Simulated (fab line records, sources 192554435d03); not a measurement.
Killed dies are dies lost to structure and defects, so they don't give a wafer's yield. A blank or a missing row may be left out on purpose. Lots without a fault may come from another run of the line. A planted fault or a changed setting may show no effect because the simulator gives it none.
Chamber matching | flow n5_finfet | N5_ILD0_CMP_07 on cmp-04: 4 sister chambers
The step polishes SiO2 flowable, stops on poly-Si, t overpolish 1.18 s, target thk 138.88 nm. 8 wafers are shown with their chamber, then 7 later ones without.

WAFERS WITH THEIR CHAMBER
wafer  | chamber | motor_current_A (A) | retaining_ring_pressure_frac
L086.2 | 2       | 13.4                | 1.004
L086.4 | 1       | 12.3                | 0.997
L086.6 | 3       | 14.6                | 0.997
L087.1 | 1       | 12.8                | 0.997
L087.3 | 0       | 14.3                | 0.995
L087.6 | 0       | 14.0                | 1.001
L089.3 | 2       | 13.3                | 0.989
L089.4 | 3       | 15.1                | 0.998

WAFERS WITHOUT THEIR CHAMBER
wafer  | motor_current_A (A) | retaining_ring_pressure_frac
L089.5 | 15.8                | 0.996
L090.2 | 15.1                | 0.999
L090.5 | 12.1                | 0.997
L090.6 | 14.6                | 0.997
L097.1 | 13.0                | 0.997
L097.3 | 13.9                | 1.000
L097.4 | 12.9                | 0.996

WHICH CHAMBER EACH WENT THROUGH
wafer  | from the rows above     | in truth
L089.5 | 3                       | 3
L090.2 | 3                       | 3
L090.5 | 1                       | 1
L090.6 | can't be placed: 3 or 0 | 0
L097.1 | can't be placed: 2 or 1 | 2
L097.3 | can't be placed: 0 or 2 | 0
L097.4 | can't be placed: 1 or 2 | 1
Placed correctly: 3 of 7. Can't be placed from these rows: 4 (the true chamber is among the candidates in 4). Placed wrongly: 0.
How it was worked out, from the rows above alone: a wafer's distance from a chamber is the root of the sum, over the readings, of the square of ((its reading less the chamber's mean) divided by the reading's scatter). The wafer belongs to the nearest chamber; if the next one is less than 2 further off, it can't be placed. A chamber's mean is the mean of its shown wafers. The scatter: the root of (the sum of the squares of (reading less its chamber's mean) over the shown wafers, divided by (wafers less chambers)).
